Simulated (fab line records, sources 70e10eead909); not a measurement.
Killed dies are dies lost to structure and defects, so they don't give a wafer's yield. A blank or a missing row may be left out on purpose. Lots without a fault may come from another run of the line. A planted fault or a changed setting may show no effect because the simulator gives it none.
Chamber matching | flow nand_harc | NHARC_A_CONTACT_ETCH_88 on rie_diel-01: 4 sister chambers
The step etches the open film in CF4, target depth 39 nm, time 65 s. 8 wafers are shown with their chamber, then 9 later ones without.

WAFERS WITH THEIR CHAMBER
wafer  | chamber | showerhead_plenum_p_Torr (Torr) | drypump_motor_current_A (A)
L348.5 | 0       | 1.81                            | 5.3
L355.5 | 3       | 1.84                            | 5.6
L357.1 | 0       | 1.80                            | 5.3
L357.2 | 1       | 1.82                            | 5.7
L357.3 | 2       | 1.67                            | 5.5
L365.2 | 1       | 1.82                            | 5.7
L365.3 | 2       | 1.66                            | 5.6
L365.4 | 3       | 1.84                            | 5.6

WAFERS WITHOUT THEIR CHAMBER
wafer  | showerhead_plenum_p_Torr (Torr) | drypump_motor_current_A (A)
L364.3 | 1.82                            | 5.7
L364.4 | 1.84                            | 5.6
L364.6 | 1.84                            | 5.6
L362.1 | 1.82                            | 5.7
L362.2 | 1.66                            | 5.6
L362.4 | 1.84                            | 5.6
L367.1 | 1.80                            | 5.3
L367.3 | 1.66                            | 5.5
L367.4 | 1.83                            | 5.6

WHICH CHAMBER EACH WENT THROUGH
wafer  | from the rows above     | in truth
L364.3 | 1                       | 1
L364.4 | 3                       | 3
L364.6 | 3                       | 3
L362.1 | 1                       | 1
L362.2 | 2                       | 2
L362.4 | 3                       | 3
L367.1 | 0                       | 0
L367.3 | 2                       | 2
L367.4 | can't be placed: 3 or 1 | 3
Placed correctly: 8 of 9. Can't be placed from these rows: 1 (the true chamber is among the candidates in 1). Placed wrongly: 0.
How it was worked out, from the rows above alone: a wafer's distance from a chamber is the root of the sum, over the readings, of the square of ((its reading less the chamber's mean) divided by the reading's scatter). The wafer belongs to the nearest chamber; if the next one is less than 2 further off, it can't be placed. A chamber's mean is the mean of its shown wafers. The scatter: the root of (the sum of the squares of (reading less its chamber's mean) over the shown wafers, divided by (wafers less chambers)).
